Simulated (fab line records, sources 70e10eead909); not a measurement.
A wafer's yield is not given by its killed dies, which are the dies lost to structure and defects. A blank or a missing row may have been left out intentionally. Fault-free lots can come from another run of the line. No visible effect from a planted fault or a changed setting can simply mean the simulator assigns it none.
fab line records + flow nandHarc + part 2 of 2: steps 5 to 6 of 6
record
- lots=22
- wafers=66
- lastDay=34
route steps=1302 shown A_STAIRCASE@809 A_SGD_CUT@901
lots untouched by any fault: they come from a run of this same line in which no faults occurred
startH: hours from the record's first day to the start of the lot's first wafer shown + waitH: how many hours have passed since the lot's step before this one + " unchanged from the row above + L1.1+2: a row that stands for several wafers + - either no value or no given start + * or withheld: withheld + < > ~ a bound
route shown NAME@n: a module of which the file shows steps, and the number in the route of the first + usual: mean/standard deviation of fault-free wafers + same: alike in all rows + chamber/n: place in a boat + sites: each site's reading + _std_site: standard deviation across them + _edge_site: the outer-site mean with the inner-site mean subtracted + radiusMm: for every site, how far away it sits from the centre of the wafer + mask NAME#n: copy n + behind: the tool/chamber that last shaped the wafer + hold: why the lot went on hold/how many hours it stayed there/how the hold came to an end + device: which transistor (n, p or np) failed to switch + end of line: at the end of the route, the tests of the same wafers + step lacking rows: just its recipe + killed: at the first sort, the dies lost to defects and structure; wafer yield is something else + map: a wafer's dies, marking killed ones x, the rest . and places with no die _
set.NAME: the run value of the setting; set.NAME@STEP: its run value at that earlier step + model.NAME: the simulator's own value behind a step, which no gauge read
route steps across a sampled set of lots; one table per step, one row per wafer
services: when a tool's chamber went out of use (startH, in hours from the record's first day, below 0 if earlier), for how many hours, and the reason
## steps
# step NHARC_A_SGD_CUT_ETCH_16
# recipe
- targetDepthA=3105
- timeS=155.2
- c4f8FlowSccm=withheld
- o2FlowSccm=8
- arFlowSccm=withheld
- rfW=600
- biasW=800
- chemistry=C4F8/O2/Ar
# usual
- biasW=800.1/2.6
- oesProductAu=0.970/0.017
- rfVppV=723/4.7
| lot.wafer | tool       | chamber | startH | waitH | biasW | oesProductAu | rfHoursCounterH | rfVppV |
|-----------|------------|---------|--------|-------|-------|--------------|-----------------|--------|
| L075.3    | rieDiel-13 | 0       | -      | -     | 800.6 | 0.985        | 5               | 730    |
| L075.4    | "          | 1       | "      | "     | 799.2 | 0.994        | 6               | 727    |
| L075.1    | "          | 2       | "      | "     | 802.2 | 0.964        | 6               | 717    |
| L074.1    | rieDiel-10 | 1       | -      | -     | 803.5 | 0.988        | 1               | 730    |
| L074.3    | "          | 3       | "      | "     | 799.7 | 0.972        | 1               | 716    |
| L074.5    | "          | 2       | "      | "     | 798.5 | 0.973        | -               | 724    |
| L076.1    | rieDiel-10 | 0       | -      | -     | 803.5 | 0.984        | 3               | 722    |
| L076.4    | "          | 1       | "      | "     | 801.7 | 0.970        | 2               | 730    |
| L076.6    | "          | 0       | "      | "     | 799.1 | 0.985        | -               | 722    |
| L078.4    | rieDiel-09 | 3       | -      | -     | 797.9 | 0.970        | 10              | 721    |
| L078.3    | "          | 0       | "      | "     | 799.7 | 0.992        | 10              | 717    |
| L078.6    | "          | 2       | "      | "     | 797.0 | 0.961        | -               | 724    |
| L079.4    | rieDiel-09 | 2       | -      | -     | 798.6 | 0.940        | 7               | 724    |
| L079.1    | "          | 3       | "      | "     | 803.8 | 0.949        | 10              | 721    |
| L079.5    | "          | 1       | "      | "     | 799.9 | 0.935        | -               | 724    |
| L080.4    | rieDiel-10 | 2       | -      | -     | 795.9 | 0.981        | 6               | 726    |
| L080.2    | "          | 0       | "      | "     | 803.1 | 0.971        | 5               | 721    |
| L080.6    | "          | 1       | "      | "     | 802.7 | 0.980        | -               | 729    |
| L081.3    | rieDiel-10 | 0       | -      | -     | 799.8 | 0.968        | 7               | 721    |
| L081.4    | "          | 1       | "      | "     | 802.7 | 0.971        | 7               | 728    |
| L081.5    | "          | 0       | "      | "     | 802.1 | 0.973        | -               | 723    |
| L083.3    | rieDiel-09 | 2       | -      | -     | 801.5 | 0.983        | 0               | 724    |
| L083.1    | "          | 3       | "      | "     | 798.9 | 0.959        | 0               | 721    |
| L083.2    | "          | 1       | "      | "     | 807.2 | 0.970        | 0               | 724    |
| L082.3    | rieDiel-13 | 2       | -      | -     | 802.3 | 0.982        | 9               | 714    |
| L082.6    | "          | 1       | "      | "     | 801.8 | 0.975        | -               | 726    |
| L082.5    | "          | 2       | "      | "     | 802.5 | 0.970        | -               | 717    |
| L084.2    | rieDiel-10 | 3       | -      | -     | 802.9 | 0.984        | 9               | 715    |
| L084.3    | "          | 0       | "      | "     | 798.0 | 0.963        | 9               | 721    |
| L084.6    | "          | 2       | "      | "     | 799.5 | 0.981        | -               | 725    |
| L085.4    | rieDiel-09 | 2       | -      | -     | 798.1 | 0.977        | 2               | 723    |
| L085.5    | "          | 2       | "      | "     | 800.1 | 0.988        | -               | 723    |
| L085.6    | "          | 3       | "      | "     | 796.2 | 0.965        | -               | 719    |
| L086.2    | rieDiel-10 | 2       | -      | -     | 799.0 | 0.978        | 12              | 724    |
| L086.5    | "          | 0       | "      | "     | 794.2 | 0.967        | -               | 721    |
| L086.6    | "          | 1       | "      | "     | 797.2 | 0.970        | -               | 729    |
| L087.2    | rieDiel-10 | 1       | -      | -     | 799.9 | 0.957        | 13              | 729    |
| L087.3    | "          | 0       | "      | "     | 799.9 | 0.968        | 13              | 721    |
| L087.6    | "          | 2       | "      | "     | 799.9 | 0.967        | -               | 725    |
| L088.4    | rieDiel-09 | 0       | -      | -     | 799.0 | 0.997        | 4               | 717    |
| L088.3    | "          | 2       | "      | "     | 801.3 | 0.967        | 4               | 724    |
| L088.6    | "          | 0       | "      | "     | 799.4 | 0.985        | -               | 716    |
| L089.4    | rieDiel-13 | 2       | -      | -     | 801.1 | 0.940        | 3               | 717    |
| L089.3    | "          | 0       | "      | "     | 801.7 | 0.974        | 2               | 730    |
| L089.5    | "          | 1       | "      | "     | 799.9 | 0.956        | -               | 727    |
| L090.3    | rieDiel-09 | 3       | -      | -     | 800.0 | 0.960        | 6               | 722    |
| L090.2    | "          | 1       | "      | "     | 799.0 | 0.965        | 6               | 725    |
| L090.6    | "          | 3       | "      | "     | 802.2 | 0.967        | -               | 720    |
| L092.4    | rieDiel-13 | 1       | -      | -     | 796.1 | 0.967        | 4               | 727    |
| L092.3    | "          | 3       | "      | "     | 794.4 | 0.982        | 5               | 726    |
| L092.5    | "          | 0       | "      | "     | 803.3 | 0.986        | -               | 728    |
| L093.4    | rieDiel-10 | 1       | -      | -     | 796.8 | 0.994        | 1               | 730    |
| L093.2    | "          | 3       | "      | "     | 802.6 | 0.982        | 1               | 715    |
| L093.3    | "          | 0       | "      | "     | 803.4 | 0.960        | 1               | 721    |
| L094.4    | rieDiel-10 | 0       | -      | -     | 801.0 | 0.982        | 2               | 720    |
| L094.6    | "          | 2       | "      | "     | 798.2 | 0.962        | -               | 724    |
| L094.5    | "          | 3       | "      | "     | 800.0 | 0.974        | -               | 715    |
| L096.4    | rieDiel-13 | 1       | -      | -     | 794.3 | 0.951        | 6               | 727    |
| L096.1    | "          | 2       | "      | "     | 800.6 | 0.948        | 7               | 717    |
| L096.5    | "          | 1       | "      | "     | 796.8 | 0.945        | -               | 726    |
| L095.4    | rieDiel-13 | 3       | -      | -     | 801.1 | 0.963        | 7               | 725    |
| L095.2    | "          | 0       | "      | "     | 799.8 | 0.957        | 6               | 727    |
| L095.5    | "          | 3       | "      | "     | 806.0 | 0.959        | -               | 726    |
| L097.1    | rieDiel-10 | 0       | -      | -     | 800.6 | 0.978        | 6               | 721    |
| L097.3    | "          | 3       | "      | "     | 801.4 | 0.998        | 6               | 715    |
| L097.5    | "          | 1       | "      | "     | 800.2 | 0.975        | -               | 729    |
# step NHARC_A_SGD_CUT_ETCHBACK_24
# recipe
- targetDepthA=500
- overEtchFrac=0.3
- timeS=92.857
- ionEnergyEv=120
- ch3fFlowSccm=50
- o2FlowSccm=30
- arFlowSccm=200
- rfW=500
- biasW=100
- chemistry=CH3F/O2
# usual
- biasW=99.98/0.28
- drypumpMotorCurrentA=5.6/0.36
- o2FlowSccm=29.99/0.089
- oesProductAu=0.97/0.034
- rfVppV=243.9/1.7
- showerheadPlenumPTorr=2.44/0.11
- throttleValvePct=20.663/0.0091
| lot.wafer | tool       | chamber | startH | waitH | biasW  | drypumpMotorCurrentA | o2FlowSccm | oesProductAu | rfHoursCounterH | rfVppV | showerheadPlenumPTorr | throttleValvePct |
|-----------|------------|---------|--------|-------|--------|----------------------|------------|--------------|-----------------|--------|-----------------------|------------------|
| L074.1    | rieDiel-10 | 3       | 454.27 | 0.1   | 100.64 | 5.6                  | 30.14      | 0.94         | 2               | 240.5  | 2.28                  | 20.650           |
| L074.3    | "          | 2       | "      | "     | 99.91  | 5.8                  | 30.00      | 0.93         | 2               | 243.8  | 2.50                  | 20.673           |
| L074.5    | "          | 3       | "      | "     | 99.69  | 5.6                  | 30.09      | 0.92         | -               | 243.3  | 2.28                  | 20.669           |
| L075.4    | rieDiel-09 | 1       | 454.29 | 0.2   | 99.70  | 5.4                  | 30.04      | 0.97         | 9               | 245.9  | 2.50                  | 20.664           |
| L075.3    | "          | 2       | "      | "     | 99.95  | 5.9                  | 29.99      | 0.96         | 5               | 246.1  | 2.47                  | 20.671           |
| L075.1    | "          | 3       | "      | "     | 100.15 | 5.0                  | 29.98      | 0.97         | 9               | 242.0  | 2.38                  | 20.666           |
| L076.4    | rieDiel-10 | 2       | 467.70 | 0.2   | 99.91  | 5.8                  | 29.90      | 0.93         | 4               | 245.6  | 2.50                  | 20.663           |
| L076.1    | "          | 3       | "      | "     | 100.15 | 5.6                  | 30.02      | 0.92         | 4               | 242.4  | 2.28                  | 20.663           |
| L076.6    | "          | 1       | "      | "     | 99.58  | 5.3                  | 30.06      | 0.94         | -               | 246.7  | 2.61                  | 20.666           |
| L078.3    | rieDiel-09 | 0       | 474.13 | 0.1   | 100.17 | 5.3                  | 30.12      | 0.93         | 11              | 242.2  | 2.30                  | 20.669           |
| L078.4    | "          | 2       | "      | "     | 100.42 | 5.9                  | 30.09      | 0.91         | 6               | 243.5  | 2.47                  | 20.677           |
| L078.6    | "          | 1       | "      | "     | 99.75  | 5.4                  | 29.87      | 0.92         | -               | 244.5  | 2.49                  | 20.660           |
| L079.1    | rieDiel-13 | 2       | 482.75 | 0.1   | 99.91  | 6.1                  | 29.94      | 0.99         | 7               | 241.7  | 2.30                  | 20.648           |
| L079.4    | "          | 0       | "      | "     | 99.81  | 6.5                  | 29.85      | 0.99         | 6               | 245.0  | 2.58                  | 20.647           |
| L079.5    | "          | 2       | "      | "     | 99.30  | 6.1                  | 29.92      | 0.98         | -               | 242.4  | 2.30                  | 20.671           |
| L080.4    | rieDiel-13 | 2       | 504.06 | 0.2   | 100.15 | 6.1                  | 29.87      | 0.99         | 8               | 240.2  | 2.30                  | 20.657           |
| L080.2    | "          | 3       | "      | "     | 100.18 | 5.5                  | 29.88      | 0.99         | 7               | 247.2  | 2.53                  | 20.661           |
| L080.6    | "          | 1       | "      | "     | 99.92  | 5.9                  | 29.96      | 0.99         | -               | 244.6  | 2.53                  | 20.664           |
| L081.4    | rieDiel-13 | 2       | 515.24 | 0.1   | 99.93  | 6.1                  | 30.24      | 1.00         | 9               | 242.3  | 2.30                  | 20.642           |
| L081.3    | "          | 3       | "      | "     | 99.84  | 5.6                  | 29.99      | 1.00         | 8               | 246.8  | 2.53                  | 20.660           |
| L081.5    | "          | 3       | "      | "     | 100.13 | 5.6                  | 29.97      | 1.00         | -               | 246.7  | 2.53                  | 20.667           |
| L083.1    | rieDiel-09 | 1       | 522.66 | 0.2   | 100.51 | 5.4                  | 29.93      | 0.95         | 1               | 245.7  | 2.49                  | 20.654           |
| L083.2    | "          | 3       | "      | "     | 99.80  | 5.0                  | 30.00      | 0.94         | 0               | 243.3  | 2.38                  | 20.669           |
| L083.3    | "          | 0       | "      | "     | 100.06 | 5.3                  | 30.01      | 0.96         | 0               | 242.4  | 2.30                  | 20.666           |
| L082.3    | rieDiel-10 | 2       | 522.69 | 0.2   | 99.78  | 5.9                  | 29.84      | 1.00         | 8               | 244.1  | 2.50                  | 20.682           |
| L082.5    | "          | 0       | "      | "     | 100.33 | 5.7                  | 29.91      | 1.00         | -               | 243.1  | 2.41                  | 20.669           |
| L082.6    | "          | 1       | "      | "     | 99.92  | 5.3                  | 30.08      | 1.00         | -               | 245.6  | 2.61                  | 20.658           |
| L084.2    | rieDiel-09 | 0       | 539.09 | 0.2   | 99.87  | 5.3                  | 29.93      | 0.98         | 1               | 241.9  | 2.30                  | 20.680           |
| L084.3    | "          | 1       | "      | "     | 99.81  | 5.4                  | 30.05      | 0.98         | 2               | 246.7  | 2.49                  | 20.675           |
| L084.6    | "          | 0       | "      | "     | 99.73  | 5.4                  | 30.03      | 0.99         | -               | 241.2  | 2.30                  | 20.669           |
| L085.4    | rieDiel-09 | 1       | 552.96 | 0.1   | 99.52  | 5.4                  | 29.94      | 0.92         | 2               | 243.8  | 2.49                  | 20.666           |
| L085.5    | "          | 1       | "      | "     | 99.71  | 5.4                  | 29.90      | 0.93         | -               | 244.7  | 2.49                  | 20.662           |
| L085.6    | "          | 2       | "      | "     | 100.24 | 5.9                  | 30.05      | 0.93         | -               | 243.7  | 2.47                  | 20.658           |
| L086.2    | rieDiel-09 | 3       | 562.21 | 0.2   | 99.92  | 5.0                  | 29.87      | 0.99         | 3               | 242.5  | 2.38                  | 20.684           |
| L086.6    | "          | 1       | "      | "     | 99.69  | 5.4                  | 30.04      | 0.99         | -               | 246.9  | 2.49                  | 20.668           |
| L086.5    | "          | 2       | "      | "     | 99.92  | 5.9                  | 29.97      | 1.00         | -               | 245.3  | 2.47                  | 20.662           |
| L087.3    | rieDiel-13 | 2       | 579.61 | 0.1   | 99.63  | 6.1                  | 29.95      | 0.91         | 2               | 243.3  | 2.29                  | 20.637           |
| L087.2    | "          | 3       | "      | "     | 100.01 | 5.6                  | 30.04      | 0.92         | 2               | 245.0  | 2.53                  | 20.665           |
| L087.6    | "          | 2       | "      | "     | 99.48  | 6.1                  | 29.96      | 0.91         | -               | 241.5  | 2.30                  | 20.653           |
| L088.4    | rieDiel-10 | 1       | 589.51 | 0.1   | 99.80  | 5.3                  | 29.97      | 1.01         | 14              | 245.9  | 2.60                  | 20.660           |
| L088.3    | "          | 2       | "      | "     | 100.22 | 5.8                  | 30.11      | 1.01         | 15              | 244.1  | 2.50                  | 20.664           |
| L088.6    | "          | 0       | "      | "     | 99.62  | 5.7                  | 29.96      | 1.01         | -               | 243.2  | 2.40                  | 20.651           |
| L089.3    | rieDiel-13 | 2       | 589.52 | 0.2   | 100.09 | 6.1                  | 29.92      | 0.92         | 3               | 243.4  | 2.30                  | 20.656           |
| L089.4    | "          | 0       | "      | "     | 99.78  | 6.5                  | 29.96      | 0.92         | 3               | 246.7  | 2.58                  | 20.670           |
| L089.5    | "          | 2       | "      | "     | 99.87  | 6.1                  | 29.95      | 0.92         | -               | 241.5  | 2.29                  | 20.657           |
| L090.2    | rieDiel-09 | 3       | 608.97 | 0.1   | 99.95  | 5.1                  | 30.04      | 0.92         | 6               | 242.5  | 2.38                  | 20.645           |
| L090.3    | "          | 0       | "      | "     | 99.89  | 5.3                  | 30.17      | 0.94         | 6               | 242.3  | 2.30                  | 20.669           |
| L090.6    | "          | 0       | "      | "     | 100.08 | 5.3                  | 30.11      | 0.94         | -               | 242.6  | 2.30                  | 20.659           |
| L093.3    | rieDiel-13 | 1       | 623.61 | 0.1   | 99.77  | 5.9                  | 29.94      | 0.99         | 5               | 245.2  | 2.53                  | 20.657           |
| L093.4    | "          | 2       | "      | "     | 100.28 | 6.1                  | 30.01      | 0.99         | 5               | 241.8  | 2.29                  | 20.659           |
| L093.2    | "          | 3       | "      | "     | 99.74  | 5.6                  | 30.11      | 1.01         | 5               | 245.0  | 2.53                  | 20.658           |
| L092.4    | rieDiel-10 | 1       | 623.61 | 0.2   | 100.26 | 5.3                  | 30.10      | 1.02         | 1               | 244.8  | 2.60                  | 20.666           |
| L092.3    | "          | 0       | "      | "     | 100.17 | 5.7                  | 30.01      | 1.00         | 1               | 241.8  | 2.40                  | 20.642           |
| L092.5    | "          | 2       | "      | "     | 100.18 | 5.8                  | 30.15      | 1.00         | -               | 243.0  | 2.49                  | 20.659           |
| L094.4    | rieDiel-10 | 1       | 634.50 | 0.2   | 100.16 | 5.3                  | 30.12      | 0.94         | 3               | 245.7  | 2.60                  | 20.679           |
| L094.6    | "          | 0       | "      | "     | 100.17 | 5.7                  | 30.19      | 0.93         | -               | 243.0  | 2.40                  | 20.665           |
| L094.5    | "          | 1       | "      | "     | 99.80  | 5.3                  | 29.99      | 0.94         | -               | 246.4  | 2.60                  | 20.651           |
| L095.4    | rieDiel-10 | 0       | 659.47 | 0.2   | 99.50  | 5.7                  | 30.09      | 0.98         | 5               | 243.5  | 2.40                  | 20.673           |
| L095.2    | "          | 1       | "      | "     | 100.31 | 5.3                  | 30.01      | 1.00         | 5               | 246.8  | 2.60                  | 20.672           |
| L095.5    | "          | 0       | "      | "     | 99.73  | 5.7                  | 29.96      | 0.98         | -               | 243.0  | 2.40                  | 20.659           |
| L096.4    | rieDiel-09 | 1       | 659.49 | 0.2   | 99.17  | 5.4                  | 29.83      | 1.00         | 7               | 244.5  | 2.49                  | 20.666           |
| L096.1    | "          | 2       | "      | "     | 100.01 | 5.9                  | 29.88      | 0.99         | 7               | 244.1  | 2.47                  | 20.656           |
| L096.5    | "          | 0       | "      | "     | 99.96  | 5.3                  | 29.88      | 1.01         | -               | 242.2  | 2.30                  | 20.653           |
| L097.3    | rieDiel-13 | 2       | 682.19 | 0.2   | 100.14 | 6.1                  | 29.97      | 0.99         | 8               | 242.3  | 2.29                  | 20.675           |
| L097.1    | "          | 0       | "      | "     | 100.12 | 6.5                  | 30.03      | 1.00         | 8               | 245.7  | 2.58                  | 20.662           |
| L097.5    | "          | 2       | "      | "     | 100.42 | 6.1                  | 29.94      | 0.99         | -               | 240.3  | 2.29                  | 20.672           |
## services
| tool       | chamber | startH | hours | kind   |
|------------|---------|--------|-------|--------|
| rieDiel-04 | -       | 359.22 | 9.0   | pm     |
| rieDiel-02 | -       | 371.02 | 0.4   | repair |
| rieDiel-13 | -       | 379.45 | 0.2   | repair |
| rieDiel-04 | -       | 387.35 | 0.5   | repair |
| rieDiel-09 | 2       | 397.29 | 46.2  | repair |
| rieDiel-02 | -       | 397.36 | 9.0   | pm     |
| rieDiel-04 | 0       | 402.33 | 7.7   | repair |
| rieDiel-13 | -       | 414.95 | 0.9   | repair |
| rieDiel-02 | -       | 416.53 | 0.6   | repair |
| rieDiel-10 | -       | 419.51 | 9.0   | pm     |
| rieDiel-13 | 3       | 436.24 | 1.7   | repair |
| rieDiel-02 | 3       | 455.29 | 2.5   | repair |
| rieDiel-02 | 1       | 464.31 | 4.4   | repair |
| rieDiel-09 | 0       | 479.96 | 2.4   | repair |
| rieDiel-10 | 2       | 482.92 | 7.6   | repair |
| rieDiel-09 | 1       | 486.51 | 19.7  | repair |
| rieDiel-09 | -       | 497.25 | 9.0   | pm     |
| rieDiel-13 | -       | 519.00 | 9.0   | pm     |
| rieDiel-02 | -       | 574.52 | 9.0   | pm     |
| rieDiel-10 | -       | 596.51 | 9.0   | pm     |
| rieDiel-09 | 1       | 616.51 | 4.3   | repair |
| rieDiel-09 | -       | 622.64 | 4.1   | repair |
| rieDiel-13 | 1       | 667.45 | 7.2   | repair |
| rieDiel-09 | -       | 674.25 | 9.0   | pm     |
